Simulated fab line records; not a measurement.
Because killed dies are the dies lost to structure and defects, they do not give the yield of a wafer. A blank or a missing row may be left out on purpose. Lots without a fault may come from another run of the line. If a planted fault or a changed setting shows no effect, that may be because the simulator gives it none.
Code-filled problem report in 8D (eight disciplines) form + flow nand harc + the parts of the form that need people (team, actions taken, sign-off) are left out

## 1. THE ISSUE
time to endpoint s at NHARC_P_CONTACT_CMP_24 reads a mean of 23.0 s on 9 wafers of 3 lots; wafers without a fault read 40.3 s with a standard deviation of 2.8. That puts it -6.2 standard deviations away from the usual mean.
The step: polishes, t overpolish 30 s, target thk 200 nm.
Seen first at day 9 02:58 on cmp-02, wafer L376.1. Wafers with a number at this step in the record: 36, from 12 lots. Rule for "out", or "out of limits": more than 4 standard deviations from the usual mean. Any other wafer with a number is counted as sound.

## 2. WHAT IT IS; WHAT IT IS NOT
| question                    | is                     | is not                                                                                       |
|-----------------------------|------------------------|----------------------------------------------------------------------------------------------|
| which readings at this step | time to endpoint s     | overpolish run s, slurry filter dp kPa                                                       |
| which lots                  | L376, L379, L380       | L368, L370, L371, L372, L382, L383, L384, L385, L386                                         |
| which wafers of those lots  | all that have a number | -                                                                                            |
| read on which tools         | cmp-02                 | cmp-03, cmp-04                                                                               |
| when                        | from day 9 02:58       | up to then (12 sound wafers); but 15 sound wafers of L382, L383, L384, L385, L386 came after |

## 3. WHAT RULES OUT EACH SUSPECT
Counting: a tool at any process step up to the reading remains a suspect when it ran all the lots that are out and ran no sound lot after the first of those.
- cmp-02 at NHARC_P_CONTACT_CMP_24 (polishes, t overpolish 30 s, target thk 200 nm): kept. All lots that are out passed through it, beginning with L376 at day 9 02:58, and no sound lot followed; its final sound lot before that point was L371 at day 7 11:50. Out on those wafers are its own readings of time to endpoint s.
Remaining after the count: cmp-02 at NHARC_P_CONTACT_CMP_24.

## 4. THE CAUSE (what the simulator had put in)
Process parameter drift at NHARC_P_CONTACT_CMP_24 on cmp-02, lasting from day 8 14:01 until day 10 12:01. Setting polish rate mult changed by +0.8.
The count eliminated every tool but this one.

## 5. SEQUENCE OF EFFECTS, ordered by route
Rows list readings where the struck wafers' mean (over those with a number) sits beyond 3 standard deviations from the usual. Readings are gone through only where the record gives a usual standard deviation; hours: the median, over the lots, of the time from a lot's start at the first step in this table giving one to that lot's start at this step; sigmas: the change measured in usual standard deviations.
| hours | step                   | reading            | usual  | on struck wafers | change | sigmas |
|-------|------------------------|--------------------|--------|------------------|--------|--------|
| 0     | NHARC_P_CONTACT_CMP_24 | time to endpoint s | 40.3 s | 23.0             | -17.3  | -6.2   |
Here are the process steps it includes:
- NHARC_P_CONTACT_CMP_24: polishes, t overpolish 30 s, target thk 200 nm.

## 6. WHAT WOULD HAVE CAUGHT IT SOONER
First out-of-limits reading in this record: day 9 02:58, which is 13 hours after fault onset at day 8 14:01.
